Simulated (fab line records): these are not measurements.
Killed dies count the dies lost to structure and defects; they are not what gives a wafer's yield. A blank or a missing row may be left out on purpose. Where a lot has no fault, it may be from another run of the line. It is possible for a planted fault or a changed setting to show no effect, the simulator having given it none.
Split-lot experiment ; flow n5-finfet ; 39 wafers read from 7 lots, route of 1938 steps

== ON THE SPLIT ==
At N5_BEOL_M8_ILD_DEP_00 (deposits SiCOH lowk from DEMS/porogen, target thk 179.75 nm, time 33.4 s), the setting time-s was moved away from the recipe's 33.4 s on 15 of the 39 wafers read, by +16.7% to +56.8%. All remaining wafers had this setting at the recipe value.

== FROM SPLIT TO READING: 1 step shown by the file between the two ==
- N5_BEOL_M8_CURE_74: cures SiCOH lowk, time 240 s

== THE READING ==
M8_ILD_THK (nm), taken at N5_BEOL_M8_THK_MEAS_01. Typical for fault-free wafers on this fab line: 155.0 nm, with standard deviation 1.9 nm.

wafer;tool, chamber at the split;time-s as run, s;against the recipe;M8_ILD_THK, nm;against lot-mates on the recipe
L074.1;pecvd-03, 0,2;33.4;recipe;153.7;-
L074.2;pecvd-03, 1;41.63;+24.6%;190.8;+36.0
L074.3;pecvd-03, 0,2;33.4;recipe;153.8;-
L074.4;pecvd-03, 1;41.63;+24.6%;194.1;+39.3
L074.5;pecvd-03, 2;33.4;recipe;157.0;-
L074.6;pecvd-03, 0;41.63;+24.6%;191.7;+36.9
L080.1;pecvd-03, 2,0;33.4;recipe;152.6;-
L080.2;pecvd-03, 0;43.14;+29.2%;195.7;+42.6
L080.3;pecvd-03, 1;43.14;+29.2%;195.8;+42.7
L080.4;pecvd-03, 1;33.4;recipe;154.3;-
L080.5;pecvd-03, 2,0;33.4;recipe;152.4;-
L080.6;pecvd-03, 2;43.14;+29.2%;199.5;+46.4
L075.1;pecvd-03, 2;33.4;recipe;155.4;-
L075.2;pecvd-03, 1;38.98;+16.7%;178.3;+23.6
L075.3;pecvd-03, 0;38.98;+16.7%;176.9;+22.2
L075.4;pecvd-03, 2;38.98;+16.7%;180.8;+26.1
L075.5;pecvd-03, 0;33.4;recipe;153.8;-
L075.6;pecvd-03, 1;33.4;recipe;154.9;-
L083.1;pecvd-01, 1;33.4;recipe;155.0;-
L083.2;pecvd-01, 0;45.14;+35.1%;204.9;+49.6
L083.3;pecvd-01, 0;33.4;recipe;155.3;-
L083.4;pecvd-01, 1;33.4;recipe;155.7;-
L083.5;pecvd-01, 0;45.14;+35.1%;207.2;+51.9
L083.6;pecvd-01, 1;45.14;+35.1%;211.3;+56.0
L084.1;pecvd-03, 0,2;33.4;recipe;154.9;-
L084.2;pecvd-03, 1;52.36;+56.8%;239.5;+84.0
L084.3;pecvd-03, 0,2;33.4;recipe;154.9;-
L084.4;pecvd-03, 0;52.36;+56.8%;243.0;+87.5
L084.5;pecvd-03, 2;52.36;+56.8%;244.5;+89.0
L084.6;pecvd-03, 1;33.4;recipe;156.7;-
L088.3;pecvd-03, 1;33.4;recipe;152.3;-
L088.5;pecvd-03, 2,1;33.4;recipe;155.8;-
L088.6;pecvd-03, 2,1;33.4;recipe;155.9;-
L096.1;pecvd-03, 2;33.4;recipe;155.8;-
L096.2;pecvd-03, 1;33.4;recipe;156.4;-
L096.3;pecvd-03, 0;33.4;recipe;153.8;-
L096.4;pecvd-03, 2;33.4;recipe;157.8;-
L096.5;pecvd-03, 1;33.4;recipe;158.3;-
L096.6;pecvd-03, 0;33.4;recipe;160.3;-
If several chambers appear in one row, that row covers several wafers at once and the file leaves open which wafer was in which chamber.

FIT RESULTS
A straight line over all 39 wafers: M8_ILD_THK changes by +1.51 nm for each +1% of time-s; r = +1.00; the points scatter about the line by 2.1 nm.
The same after taking each lot's own level away (the mean of its wafers on the recipe; 39 wafers): +1.52 nm for each +1%; r = +1.00; scatter 1.7 nm.
The reading moves by 86 nm for the largest change in time-s, on that fit.
The lots' own levels span 153.10 to 157.07 nm, that is 2.1 times the standard deviation above.
Hence the lot-to-lot level has little effect on the slope; both slopes agree.
Check: with one of the wafers moved furthest among these (+56.8%) left out of the fit, the line predicts +86.4 nm for it against its lot-mates. Against them it came out at +84 nm.

== THESE WAFERS: OTHER SPLITS ==
These wafers also went through other splits before the reading. Each is held against what the fit with the lots' levels taken away leaves over:
other split on the same wafers;wafers away from the commonest value;r with M8_ILD_THK (lot level and that fit taken away)
N5_BEOL_M0_TRENCH_ETCH_107 target-depth-a;12;-0.02
N5_BEOL_M2_TRENCH_ETCH_37 time-s;15;-0.11
N5_BEOL_M6_ETCH_62 time-s;9;+0.02

== THE WHOLE CHAIN: every reading that the file lists as answering this split, in the file's order ==
step;what it does;reading;change (the file's fit);r (the file's)
N5_BEOL_M8_ILD_DEP_00;deposits SiCOH lowk from DEMS/porogen, target thk 179.75 nm, time 33.4 s;SiCOH_lowk_of_BEOL_M8_ILD_DEP_00.thk-nm (the simulator's own value, which no gauge read);+1.73 nm for each +1% of the setting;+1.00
N5_BEOL_M8_CURE_74;cures SiCOH lowk, time 240 s;SiCOH_lowk_of_BEOL_M8_ILD_DEP_00.thk-nm (the simulator's own value, which no gauge read);+1.51 nm for each +1% of the setting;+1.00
N5_BEOL_M8_THK_MEAS_01;;M8_ILD_THK;+1.51 for each +1% of the setting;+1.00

== FILE'S OWN FIT ==
M8_ILD_THK changes by +1.51 nm for each +1% of time-s, r = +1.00.
